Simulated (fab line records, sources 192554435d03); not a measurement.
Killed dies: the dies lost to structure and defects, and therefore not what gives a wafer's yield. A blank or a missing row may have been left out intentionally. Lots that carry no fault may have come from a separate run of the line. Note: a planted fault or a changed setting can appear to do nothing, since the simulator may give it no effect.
Which of the tools did it?	flow n5Finfet	27 wafers from 9 lots sampled at 5 of the route's 1938 steps

== WHAT THE GAUGES READ, wafer by wafer ==
N5_BEOL_M4_RC_MEAS_101.
lot	measured	on	DIBL_N (mV/V)
L517	day 9 17:53	prober-01	36.5 32.5 35.6
L518	day 11 02:30	prober-01	37.5 38.0 35.9
L521	day 11 04:16	prober-02	36.4 37.6 34.9
L524	day 12 05:59	prober-02	34.0 32.6 36.1
L533	day 14 01:35	prober-01	34.5 34.4 36.1
L534	day 14 15:55	prober-01	38.3 34.6 37.8
L535	day 14 15:12	prober-02	36.4 35.6 38.0
L537	day 15 02:43	prober-01	33.6 33.7 33.3
L538	day 15 08:19	prober-01	34.3 36.6 34.5

== EACH LOT AND THE TOOL THAT RAN IT (in order: tool; ch and the chambers of the sampled wafers; start) ==
lot	N5_HKMG_FIN_ETCH_32	N5_HKMG_FIN_NWFM_ALD_20	N5_HKMG_FIN_ALD_72	N5_GATE_CUT_ETCHBACK_00
L517	rieDiel-01 ch 0,1,2, day 4 06:11	aldMetal-02 ch 0,1,2, day 4 08:11	cvdW-02 ch 0, day 4 09:44	rieMetal-01 ch 0, day 4 10:40
L518	rieDiel-04 ch 0,3, day 4 17:15	aldMetal-02 ch 2,3, day 4 19:07	cvdW-02 ch 0,1, day 4 20:51	rieMetal-03 ch 0,1, day 4 21:47
L521	rieDiel-04 ch 1,2,3, day 5 05:50	aldMetal-01 ch 1,2,3, day 5 07:43	cvdW-02 ch 0,1, day 5 09:16	rieMetal-03 ch 0,1, day 5 10:11
L524	rieDiel-04 ch 0,1,3, day 6 01:37	aldMetal-03 ch 0,1,3, day 6 03:34	cvdW-02 ch 0,1, day 6 05:11	rieMetal-03 ch 0,1, day 6 06:11
L533	rieDiel-03 ch 1,2,3, day 8 05:47	aldMetal-02 ch 2,3, day 8 07:39	cvdW-01 ch 0,1, day 8 09:13	rieMetal-01 ch 0,1, day 8 10:10
L534	rieDiel-03 ch 0,2,3, day 8 09:46	aldMetal-01 ch 1,2,3, day 8 11:38	cvdW-01 ch 0,1, day 8 13:10	rieMetal-03 ch 0,1, day 8 14:05
L535	rieDiel-03 ch 0,2, day 8 18:05	aldMetal-01 ch 0,1, day 8 20:08	cvdW-02 ch 0,1, day 8 21:41	rieMetal-03 ch 0,1, day 8 22:37
L537	rieDiel-01 ch 0,1,3, day 9 07:47	aldMetal-02 ch 0,1,3, day 9 09:40	cvdW-02 ch 0,1, day 9 11:18	rieMetal-01 ch 0,1, day 9 12:13
L538	rieDiel-03 ch 2,3, day 9 10:50	aldMetal-02 ch 2,3, day 9 12:43	cvdW-01 ch 0,1, day 9 14:26	rieMetal-03 ch 0,1, day 9 15:22
- N5_HKMG_FIN_ETCH_32: etches SOC in N2/H2, target depth 240 nm, time 300 s.
- N5_HKMG_FIN_NWFM_ALD_20: deposits TiAlC, target thk 2 nm, pulse time 3 s, purge time 2 s.
- N5_HKMG_FIN_ALD_72: deposits W, target thk 2 nm, pulse time 1 s, purge time 2 s.
- N5_GATE_CUT_ETCHBACK_00: etches W in SF6/Cl2.

== THE ANSWER, worked out from the rows above alone ==
Rule: usual is defined by the lots themselves. Put in order of their means at a reading, lots are off if they are a third of the lots or fewer, leave a main group of 4 or more, and stand apart from it by a gap of 3 or more times the standard deviation of the main group's means; of several such gaps the widest counts. A main group is skipped when, at the precision printed for the reading in the tables above, its means are all equal. A lot without any number at a reading at which 4 lots or more have one is off too. Where the step has rows for the other lots, those lots are counted as sound.
None of the lots is off at any reading shown; this tells nothing.

== WHAT HAD BEEN PUT IN BY THE SIMULATOR ==
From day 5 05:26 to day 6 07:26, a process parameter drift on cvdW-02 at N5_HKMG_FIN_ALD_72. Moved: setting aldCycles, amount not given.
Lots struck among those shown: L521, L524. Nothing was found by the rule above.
